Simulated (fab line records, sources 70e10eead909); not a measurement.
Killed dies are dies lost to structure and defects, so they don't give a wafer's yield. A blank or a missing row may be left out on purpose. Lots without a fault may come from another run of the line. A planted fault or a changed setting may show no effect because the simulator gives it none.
Which tool did it? | flow nand_harc | 12 lots, 36 wafers sampled, at 5 steps of a route of 1302

WHAT THE GAUGES READ, wafer by wafer
NHARC_HYBRID_BOND_INSPECT_06: inspects for defects (ir void). Usual: raw_defect_count 88, standard deviation 36.
lot  | measured     | on                | raw_defect_count | flag
L109 | day 23 08:56 | defect_inspect-02 | 86 73 68         |
L111 | day 24 02:58 | defect_inspect-01 | 53 66 65         |
L112 | day 25 03:21 | defect_inspect-02 | 118 110 91       |
L113 | day 25 07:44 | defect_inspect-02 | 113 115 105      |
L115 | day 26 16:08 | defect_inspect-02 | 164 164 171      |
L118 | day 27 19:19 | defect_inspect-02 | 121 141 138      |
L121 | day 28 09:44 | defect_inspect-02 | 86 98 94         |
L123 | day 29 14:17 | defect_inspect-01 | 68 70 70         |
L126 | day 30 12:41 | defect_inspect-01 | 102 126          |
L125 | day 30 12:41 | defect_inspect-02 | 103 86           |
L127 | day 30 20:33 | defect_inspect-01 | 86 70 70         |
L132 | day 33 12:54 | defect_inspect-01 | 59 69 59         |

NHARC_THIN_TSV_THK_MEAS_02: measures by ir. Usual: thk_nm 3029 nm, standard deviation 220.
lot  | measured     | on            | thk_nm (nm)    | flag
L109 | day 23 10:35 | film_metro-01 | 3007 3068 3007 |
L111 | day 24 04:36 | film_metro-02 | 3055 3160 3040 |
L112 | day 26 05:35 | film_metro-01 | 3354 3243 3291 |
L113 | day 26 08:00 | film_metro-02 | 2836 3419 3293 |
L115 | day 26 17:47 | film_metro-01 | 2591 3064 2931 |
L118 | day 27 20:58 | film_metro-01 | 2709 2673 2865 |
L121 | day 28 11:23 | film_metro-02 | 3222 3212 3142 |
L123 | day 29 15:55 | film_metro-02 | 3264 3181 3003 |
L126 | day 30 20:32 | film_metro-01 | 3276 3203      |
L125 | day 30 19:20 | film_metro-02 | 2897 2422      |
L127 | day 30 22:11 | film_metro-01 | 2590 3010 3069 |
L132 | day 33 15:44 | film_metro-01 | 2892 2845 2827 |

NHARC_END_SORT_01. Usual: defect_limited_yield 91.2 %, standard deviation 2.6; killed_at_array 55, standard deviation 17; killed_at_other 0.9, standard deviation 1.2; killed_at_periphery 3.7, standard deviation 2.5; killed_dies 59, standard deviation 18; killed_open 3.4, standard deviation 1.9; killed_short 2.6, standard deviation 1.6; sort_bin_2_pct 3.1 %, standard deviation 1.2; sort_bin_3_pct 0.7 %, standard deviation 0.4; sort_bin_4_pct 4.9 %, standard deviation 1.4; sort_n_pass 618, standard deviation 18; sort_rim_yield_pct 93 %, standard deviation 3.7; sort_yield_pct 91.2 %, standard deviation 2.6.
lot  | measured     | on        | defect_limited_yield (%) | killed_at_array | killed_at_other | killed_at_periphery | killed_dies | killed_open | killed_short | sort_bin_2_pct (%) | sort_bin_3_pct (%) | sort_bin_4_pct (%) | sort_n_pass | sort_rim_yield_pct (%) | sort_yield_pct (%) | flag
L126 | day 31 12:11 | prober-01 | 0 90.0 88.2              | 673 65 76       | 0 0 0           | 4 3 4               | 677 68 80   | 3 1 6       | 3 1 2        | 91.7 4.0 3.4       | 0.1 0.6 1.5        | 8.1 5.5 6.9        | 0 609 597   | 0 92 87                | 0 90.0 88.2        | OFF
L125 | day 31 19:11 | prober-01 | 89.8 0 91.3              | 60 672 50       | 2 0 1           | 7 5 8               | 69 677 59   | 7 6 4       | 1 2 4        | 3.1 95.9 3.2       | 0.9 0.6 0.4        | 6.2 3.5 5.0        | 608 0 618   | 92 0 92                | 89.8 0 91.3        | OFF

WHICH TOOL RAN EACH LOT (tool, then ch and the chambers of the sampled wafers, then the start)
lot  | NHARC_A_BONDPAD_ECD_18         | NHARC_THIN_TSV_DESCUM_14
L109 | ecd_cu-01 ch 0,1, day 22 22:41 | rie_diel-08 ch 1,2,3, day 23 11:48
L111 | ecd_cu-02 ch 0,1, day 23 14:01 | rie_diel-09 ch 0,2,3, day 24 05:41
L112 | ecd_cu-01 ch 0,1, day 24 13:07 | rie_diel-10 ch 0,3, day 26 06:41
L113 | ecd_cu-02 ch 0,1, day 25 00:17 | rie_diel-09 ch 0,1,3, day 26 09:15
L115 | ecd_cu-02 ch 0,1, day 26 05:22 | rie_diel-10 ch 1,2, day 26 18:52
L118 | ecd_cu-02 ch 0,1, day 27 08:32 | rie_diel-08 ch 0,1,2, day 27 22:11
L121 | ecd_cu-02 ch 0,1, day 27 22:28 | rie_diel-09 ch 0,1, day 28 12:37
L123 | ecd_cu-01 ch 0,1, day 29 03:37 | rie_diel-08 ch 0,1, day 29 17:00
L126 | ecd_cu-02 ch 0,1, day 30 01:52 | rie_diel-08 ch 3, day 30 21:44
L125 | ecd_cu-02 ch 0,1, day 30 02:55 | rie_diel-09 ch 0,2, day 30 20:32
L127 | ecd_cu-01 ch 0,1, day 30 05:48 | rie_diel-08 ch 0,2,3, day 30 23:25
L132 | ecd_cu-01 ch 0,1, day 33 01:52 | rie_diel-09 ch 0,1,2, day 33 16:49
- NHARC_A_BONDPAD_ECD_18: material Cu, target thk 400 nm.
- NHARC_THIN_TSV_DESCUM_14: chemistry O2, time 3 s.

WHAT THE TOOLS THEMSELVES READ (means of the sampled wafers that have a number; where no wafer has one, the mark that the record gives instead)
NHARC_THIN_TSV_DESCUM_14. Usual: chamber_pressure_mTorr 60.00 mTorr, standard deviation 0.057; drypump_motor_current_A 5.89 A, standard deviation 0.26; oes_product_au 1.002 a.u., standard deviation 0.014; rf_vpp_V 57.6 V, standard deviation 0.92; showerhead_plenum_p_Torr 1.87 Torr, standard deviation 0.067; throttle_valve_pct 11.310 %, standard deviation 0.0095.
lot  | tool        | chamber_pressure_mTorr (mTorr) | drypump_motor_current_A (A) | oes_product_au (a.u.) | rf_vpp_V (V) | showerhead_plenum_p_Torr (Torr) | throttle_valve_pct (%) | flag
L109 | rie_diel-08 | 60.01                          | 5.86                        | 0.992                 | 57.4         | 1.85                            | 11.305                 |
L111 | rie_diel-09 | 59.99                          | 6.04                        | 1.004                 | 57.2         | 1.83                            | 11.310                 |
L112 | rie_diel-10 | 59.97                          | 6.18                        | 1.007                 | 57.7         | 1.95                            | 11.312                 |
L113 | rie_diel-09 | 60.00                          | 5.92                        | 1.007                 | 57.7         | 1.88                            | 11.315                 |
L115 | rie_diel-10 | 59.96                          | 5.38                        | 0.996                 | 57.2         | 1.85                            | 11.307                 |
L118 | rie_diel-08 | 59.95                          | 6.01                        | 0.994                 | 57.4         | 1.84                            | 11.316                 |
L121 | rie_diel-09 | 60.02                          | 5.87                        | 1.007                 | 57.9         | 1.86                            | 11.317                 |
L123 | rie_diel-08 | 59.95                          | 5.90                        | 0.997                 | 56.8         | 1.86                            | 11.314                 |
L126 | rie_diel-08 | 59.98                          | 5.50                        | 0.984                 | 57.3         | 1.86                            | 11.300                 |
L125 | rie_diel-09 | 59.97                          | 5.98                        | 1.019                 | 57.5         | 1.83                            | 11.319                 |
L127 | rie_diel-08 | 60.02                          | 5.90                        | 0.993                 | 56.6         | 1.84                            | 11.321                 |
L132 | rie_diel-09 | 60.03                          | 5.89                        | 1.023                 | 58.5         | 1.89                            | 11.310                 |

THE ANSWER, worked out from the rows above alone
Rule: a lot is off if the mean of its wafers that have a number lies more than 3 standard deviations from the usual mean. A lot without any number at a reading at which 4 lots or more have one is off too. The other lots that the step has rows for count as sound. The gauges are gone through in route order, then the tools' own readings, and for those a lot's mean is taken as printed above. The first step at which some lot is off is used, and at that step the reading that is off furthest; a lot without a number counts as furthest.
Off: L126, L125, at NHARC_END_SORT_01 (sort_bin_2_pct). Neither off nor sound, because the step has no rows for them: L109, L111, L112, L113, L115, L118, L121, L123, L127, L132.
A tool fits if, at a process step before that reading, it ran every lot that is off, and no sound lot after the first of them. The gauges at NHARC_END_SORT_01 are tried like those tools. Can't be told from this: 2 tools fit, ecd_cu-02 at NHARC_A_BONDPAD_ECD_18, prober-01 at NHARC_END_SORT_01.

WHAT THE SIMULATOR HAD PUT IN
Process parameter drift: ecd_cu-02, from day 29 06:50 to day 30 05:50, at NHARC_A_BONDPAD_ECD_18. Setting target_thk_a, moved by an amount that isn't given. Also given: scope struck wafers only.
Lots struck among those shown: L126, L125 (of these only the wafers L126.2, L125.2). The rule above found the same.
